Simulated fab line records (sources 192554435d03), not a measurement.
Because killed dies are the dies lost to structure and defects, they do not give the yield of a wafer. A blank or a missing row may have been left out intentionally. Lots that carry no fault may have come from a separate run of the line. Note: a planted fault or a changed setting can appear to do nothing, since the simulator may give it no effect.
Chamber matching | flow n5_finfet | N5_HKMG_FIN_ETCH_32 on rie_diel-01: 4 sister chambers
The step etches SOC in N2/H2, target depth 240 nm, time 300 s. 20 wafers are shown with their chamber, then 10 later ones without.

## WAFERS PAIRED WITH THEIR CHAMBERS
wafer  | chamber | showerhead_plenum_p_Torr (Torr) | drypump_motor_current_A (A) | throttle_valve_pct (%)
L075.1 | 0       | 2.42                            | 6.1                         | 18.1
L075.4 | 3       | 2.57                            | 5.7                         | 18.1
L075.6 | 2       | 2.60                            | 5.2                         | 17.5
L077.4 | 2       | 2.60                            | 5.2                         | 17.5
L077.5 | 1       | 2.73                            | 5.7                         | 18.1
L077.6 | 2       | 2.60                            | 5.2                         | 17.5
L078.2 | 0       | 2.42                            | 6.1                         | 18.2
L078.4 | 2       | 2.59                            | 5.2                         | 17.5
L078.5 | 3       | 2.57                            | 5.7                         | 18.1
L083.1 | 2       | 2.59                            | 5.2                         | 17.5
L083.3 | 3       | 2.56                            | 5.7                         | 18.2
L083.4 | 0       | 2.41                            | 6.1                         | 18.2
L084.1 | 3       | 2.56                            | 5.7                         | 18.1
L084.4 | 0       | 2.41                            | 6.0                         | 18.2
L084.6 | 3       | 2.56                            | 5.7                         | 18.1
L086.3 | 2       | 2.59                            | 5.2                         | 17.5
L086.4 | 3       | 2.56                            | 5.8                         | 18.2
L086.6 | 3       | 2.56                            | 5.7                         | 18.2
L087.2 | 2       | 2.58                            | 5.2                         | 17.5
L087.3 | 0       | 2.41                            | 6.0                         | 18.2

SIGNATURES, as means of the wafers listed above
reading                  | chamber 0 | chamber 1 | chamber 2 | chamber 3 | scatter within a chamber
showerhead_plenum_p_Torr | 2.4140    | 2.7300    | 2.5929    | 2.5629    | 0.00615
drypump_motor_current_A  | 6.060     | 5.700     | 5.200     | 5.714     | 0.0359
throttle_valve_pct       | 18.180    | 18.100    | 17.500    | 18.143    | 0.0396
Rule: for each reading, subtract the chamber's mean from the wafer's reading, divide by that reading's scatter and square the result; add these up over the readings and take the root, which gives the wafer's distance from the chamber. If the next closest chamber is less than 2 further off than the closest, the wafer can't be placed; otherwise it belongs to the closest. The scatter: take each reading less its chamber's mean, square it, sum over the shown wafers, divide by the number of wafers less the number of chambers, and take the root.

## WAFERS WITHOUT THEIR CHAMBER
wafer  | showerhead_plenum_p_Torr (Torr) | drypump_motor_current_A (A) | throttle_valve_pct (%)
L087.4 | 2.56                            | 5.7                         | 18.2
L089.2 | 2.72                            | 5.7                         | 18.1
L089.4 | 2.41                            | 6.0                         | 18.2
L089.5 | 2.72                            | 5.7                         | 18.1
L091.1 | 2.40                            | 6.1                         | 18.2
L091.5 | 2.55                            | 5.7                         | 18.2
L091.6 | 2.40                            | 6.0                         | 18.2
L093.2 | 2.55                            | 5.7                         | 18.2
L093.4 | 2.58                            | 5.2                         | 17.6
L093.6 | 2.40                            | 6.0                         | 18.2

## EACH ONE'S CHAMBER
wafer  | from the rows above | in truth
L087.4 | 3                   | 3
L089.2 | 1                   | 1
L089.4 | 0                   | 0
L089.5 | 1                   | 1
L091.1 | 0                   | 0
L091.5 | 3                   | 3
L091.6 | 0                   | 0
L093.2 | 3                   | 3
L093.4 | 2                   | 2
L093.6 | 0                   | 0
Correctly placed: 10 of 10. Left unplaced by these rows: 0. Number placed wrongly: 0.
